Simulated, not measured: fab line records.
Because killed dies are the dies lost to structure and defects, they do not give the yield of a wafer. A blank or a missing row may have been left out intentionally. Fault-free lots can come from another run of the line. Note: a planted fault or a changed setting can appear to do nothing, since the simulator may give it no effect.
Matching of chambers | flow n5Finfet | aldMetal-02 running N5_BEOL_M10_ALD_74: 4 sister chambers
The step deposits TaN, target thk 2 nm, pulse time 2 s, purge time 3 s. 4 wafers are shown with their chamber, then 12 later ones without.

== WAFERS PAIRED WITH THEIR CHAMBERS ==
wafer  | chamber | heaterPowerW (W)
L084.1 | 1       | 349
L090.5 | 3       | 412
L093.2 | 0       | 476
L093.6 | 2       | 451

== WAFERS WITHOUT THEIR CHAMBER ==
wafer  | heaterPowerW (W)
L094.1 | 474
L094.4 | 348
L094.5 | 472
L092.4 | 350
L092.5 | 444
L092.6 | 407
L095.1 | 416
L095.3 | 355
L095.4 | 444
L097.2 | 410
L097.3 | 347
L097.5 | 351

== CHAMBER TAKEN BY EACH ==
wafer  | from the rows above | in truth
L094.1 | 0                   | 0
L094.4 | 1                   | 1
L094.5 | 0                   | 0
L092.4 | 1                   | 1
L092.5 | 2                   | 2
L092.6 | 3                   | 3
L095.1 | 3                   | 3
L095.3 | 1                   | 1
L095.4 | 2                   | 2
L097.2 | 3                   | 3
L097.3 | 1                   | 1
L097.5 | 1                   | 1
Correctly placed: 12 of 12. Can't be placed from these rows: 0. Number placed wrongly: 0.
How it was worked out, from the rows above alone: a wafer's distance from a chamber is the root of the sum, over the readings, of the square of ((its reading less the chamber's mean) divided by the reading's scatter). The wafer belongs to the nearest chamber; if the next one is less than 2 further off, it can't be placed. A chamber's mean is the mean of its shown wafers. The scatter: with one shown wafer a chamber, the root of the mean of the squares of how far each hidden wafer lies from its nearest shown one.
